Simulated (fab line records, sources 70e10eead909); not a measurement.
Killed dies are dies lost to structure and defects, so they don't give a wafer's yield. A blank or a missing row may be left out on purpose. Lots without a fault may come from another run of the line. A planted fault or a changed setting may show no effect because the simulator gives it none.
Chamber matching | flow nand_harc | NHARC_A_CONTACT_ETCH_75 on rie_diel-05: 4 sister chambers
The step etches the open film in CF4, target depth 39 nm, time 65 s. 4 wafers are shown with their chamber, then 12 later ones without.

WAFERS WITH THEIR CHAMBER
wafer  | chamber | showerhead_plenum_p_Torr (Torr)
L080.1 | 0       | 1.87
L084.3 | 2       | 1.90
L087.2 | 3       | 1.79
L087.6 | 1       | 1.85

WAFERS WITHOUT THEIR CHAMBER
wafer  | showerhead_plenum_p_Torr (Torr)
L091.3 | 1.86
L091.4 | 1.79
L091.6 | 1.86
L094.1 | 1.86
L094.2 | 1.85
L094.4 | 1.90
L095.2 | 1.85
L095.3 | 1.79
L095.6 | 1.85
L096.1 | 1.86
L096.2 | 1.85
L096.6 | 1.86

WHICH CHAMBER EACH WENT THROUGH
wafer  | from the rows above     | in truth
L091.3 | can't be placed: 0 or 1 | 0
L091.4 | 3                       | 3
L091.6 | can't be placed: 0 or 1 | 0
L094.1 | can't be placed: 0 or 1 | 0
L094.2 | 1                       | 1
L094.4 | 2                       | 2
L095.2 | 1                       | 1
L095.3 | 3                       | 3
L095.6 | 1                       | 1
L096.1 | can't be placed: 0 or 1 | 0
L096.2 | 1                       | 1
L096.6 | can't be placed: 0 or 1 | 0
Placed correctly: 7 of 12. Can't be placed from these rows: 5 (the true chamber is among the candidates in 5). Placed wrongly: 0.
How it was worked out, from the rows above alone: a wafer's distance from a chamber is the root of the sum, over the readings, of the square of ((its reading less the chamber's mean) divided by the reading's scatter). The wafer belongs to the nearest chamber; if the next one is less than 2 further off, it can't be placed. A chamber's mean is the mean of its shown wafers. The scatter: with one shown wafer a chamber, the root of the mean of the squares of how far each hidden wafer lies from its nearest shown one.
